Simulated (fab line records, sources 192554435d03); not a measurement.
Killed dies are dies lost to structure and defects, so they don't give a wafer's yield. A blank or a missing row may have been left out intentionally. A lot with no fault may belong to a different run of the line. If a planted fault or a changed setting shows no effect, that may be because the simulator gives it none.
Lot-split experiment	flow n5_finfet	7 lots, 21 wafers read, on a route of 1938 steps

SPLIT DETAILS
At N5_BEOL_M8_ALD_77 (deposits TaN, target thk 2 nm, pulse time 2 s, purge time 3 s), the setting ald_cycles was moved away from the recipe's 40 on 9 of the 21 wafers read, by -15.0% to +17.5%. For the rest of the wafers, this setting stayed at what the recipe calls for.

The reading comes from the split's own step.

THE READING
TaN_of_BEOL_M8_ALD_77.thk_nm (the simulator's own value, which no gauge read), in nm, at N5_BEOL_M8_ALD_77 (deposits TaN, target thk 2 nm, pulse time 2 s, purge time 3 s). The file does not state a usual value for it.

wafer	tool, chamber at the split	ald_cycles as run	against the recipe	TaN_of_BEOL_M8_ALD_77.thk_nm, nm	against lot-mates on the recipe
L075.3	ald_metal-04, 2,0	40	recipe	2	-
L075.4	ald_metal-04, 2,0	40	recipe	2	-
L075.5	ald_metal-04, 3	47	+17.5%	2.4	+0.4
L078.1	ald_metal-04, 1,2	40	recipe	2	-
L078.6	ald_metal-04, 1,2	40	recipe	2	-
L078.2	ald_metal-04, 3	34	-15.0%	1.6	-0.4
L079.4	ald_metal-01, 1,2,1	40	recipe	2	-
L079.5	ald_metal-01, 1,2,1	40	recipe	2	-
L079.6	ald_metal-01, 1,2,1	40	recipe	2	-
L090.3	ald_metal-01, 1	40	recipe	2	-
L090.5	ald_metal-01, 0	42	+5.0%	2.2	+0.2
L090.6	ald_metal-01, 1	42	+5.0%	2	+0.0
L092.1	ald_metal-01, 2,3	37	-7.5%	1.8	-0.2
L092.3	ald_metal-01, 2,3	37	-7.5%	1.8	-0.2
L092.5	ald_metal-01, 2	40	recipe	2	-
L091.2	ald_metal-04, 2,3	43	+7.5%	2.2	+0.2
L091.4	ald_metal-04, 2,3	43	+7.5%	2.2	+0.2
L091.6	ald_metal-04, 0	40	recipe	2	-
L094.2	ald_metal-03, 3	45	+12.5%	2.2	+0.2
L094.3	ald_metal-03, 2,3	40	recipe	2	-
L094.5	ald_metal-03, 2,3	40	recipe	2	-
Rows listing several chambers each stand for several wafers; the file does not say which wafer went through which chamber.

FIT RESULTS
A straight line over all 21 wafers: TaN_of_BEOL_M8_ALD_77.thk_nm changes by +0.0236 nm for each +1% of ald_cycles; r = +0.97; the points scatter about the line by 0.041 nm.
The same after taking each lot's own level away (the mean of its wafers on the recipe; 21 wafers): +0.0236 nm for each +1%; r = +0.97; scatter 0.041 nm.
According to that fit, moving ald_cycles by its largest amount changes the reading by 0.41 nm.
The lots' own levels span 2.00 to 2.00 nm.
Consequently the slope shifts little with the lot-to-lot level, the two slopes agreeing.
Check: for one of the wafers moved furthest among these (+17.5%), held out of the fit, the line's prediction against its lot-mates is +0.406 nm. Against them it came out at +0.4 nm.

ADDITIONAL SPLITS CARRIED BY THESE WAFERS
Other splits were also applied to these wafers ahead of the reading. Each is held against what the fit with the lots' levels taken away leaves over:
other split on the same wafers	wafers away from the commonest value	r with TaN_of_BEOL_M8_ALD_77.thk_nm (lot level and that fit taken away)
N5_BEOL_M7_DESCUM_33 time_s	7	+0.18
N5_BEOL_M7_TRENCH_ETCH_37 bias_w	5	+0.02
N5_BEOL_M8_ETCH_66 source_w	10	+0.07
N5_BEOL_M8_TRENCH_ETCH_37 time_s	11	-0.08

THE FILE'S OWN FIT
TaN_of_BEOL_M8_ALD_77.thk_nm changes by +0.023 nm for each +1% of ald_cycles, r = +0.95.
